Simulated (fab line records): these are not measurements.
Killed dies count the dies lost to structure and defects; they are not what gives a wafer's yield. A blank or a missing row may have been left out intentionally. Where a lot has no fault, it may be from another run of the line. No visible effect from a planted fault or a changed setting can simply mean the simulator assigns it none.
Matching of chambers	flow n5-finfet	N5_BEOL_M9_STRIP_67 on rie-diel-03 has 4 sister chambers
The step strips in CF4. 20 wafers are shown with their chamber, then 10 later ones without.

## WAFERS WITH THEIR CHAMBER
wafer	chamber	showerhead-plenum-p-Torr (Torr)	drypump-motor-current-A (A)	throttle-valve-pct (%)
L075.3	2	1.73	5.5	13.90
L075.4	1	1.79	5.7	13.74
L075.6	0	1.85	5.6	13.80
L077.2	2	1.73	5.5	13.90
L077.5	2	1.73	5.5	13.91
L077.6	1	1.79	5.7	13.78
L082.1	1	1.79	5.7	13.78
L082.2	2	1.73	5.5	13.93
L082.3	0	1.85	5.7	13.84
L084.3	3	1.85	5.2	13.91
L084.4	0	1.85	5.7	13.87
L084.6	3	1.85	5.2	13.93
L087.3	1	1.78	5.8	13.80
L087.4	0	1.85	5.7	13.86
L087.5	3	1.85	5.3	13.93
L088.1	0	1.85	5.7	13.89
L088.3	3	1.85	5.2	13.95
L088.5	1	1.78	5.8	13.80
L089.1	3	1.85	5.2	13.93
L089.5	0	1.85	5.6	13.89

SIGNATURES, as means of the wafers listed above
reading	chamber 0	chamber 1	chamber 2	chamber 3	scatter within a chamber
showerhead-plenum-p-Torr	1.8500	1.7860	1.7300	1.8500	0.00274
drypump-motor-current-A	5.667	5.740	5.500	5.220	0.0456
throttle-valve-pct	13.8583	13.7800	13.9100	13.9300	0.0246
Rule: for a wafer and a chamber, the distance is found by dividing, reading by reading, the gap between the wafer's reading and the chamber's mean by the reading's scatter, squaring, summing and taking the root. The wafer belongs to the nearest chamber; if the next one is less than 2 further off, it can't be placed. How the scatter is found: for the shown wafers, subtract from each reading the mean of its chamber, square and add these, divide the total by (wafers less chambers), then take the root.

## WAFERS WITH NO CHAMBER GIVEN
wafer	showerhead-plenum-p-Torr (Torr)	drypump-motor-current-A (A)	throttle-valve-pct (%)
L089.6	1.78	5.8	13.84
L092.1	1.84	5.7	13.88
L092.3	1.78	5.8	13.85
L092.4	1.85	5.2	13.97
L093.2	1.78	5.7	13.85
L093.4	1.72	5.5	13.96
L093.5	1.78	5.7	13.83
L096.2	1.78	5.7	13.85
L096.4	1.84	5.7	13.92
L096.5	1.72	5.5	13.99

## THE CHAMBER EACH PASSED THROUGH
wafer	from the rows above	in truth
L089.6	1	1
L092.1	0	0
L092.3	1	1
L092.4	3	3
L093.2	1	1
L093.4	2	2
L093.5	1	1
L096.2	1	1
L096.4	0	0
L096.5	2	2
10 of 10 placed correctly. Not placeable from these rows: 0. Placed wrongly: 0.
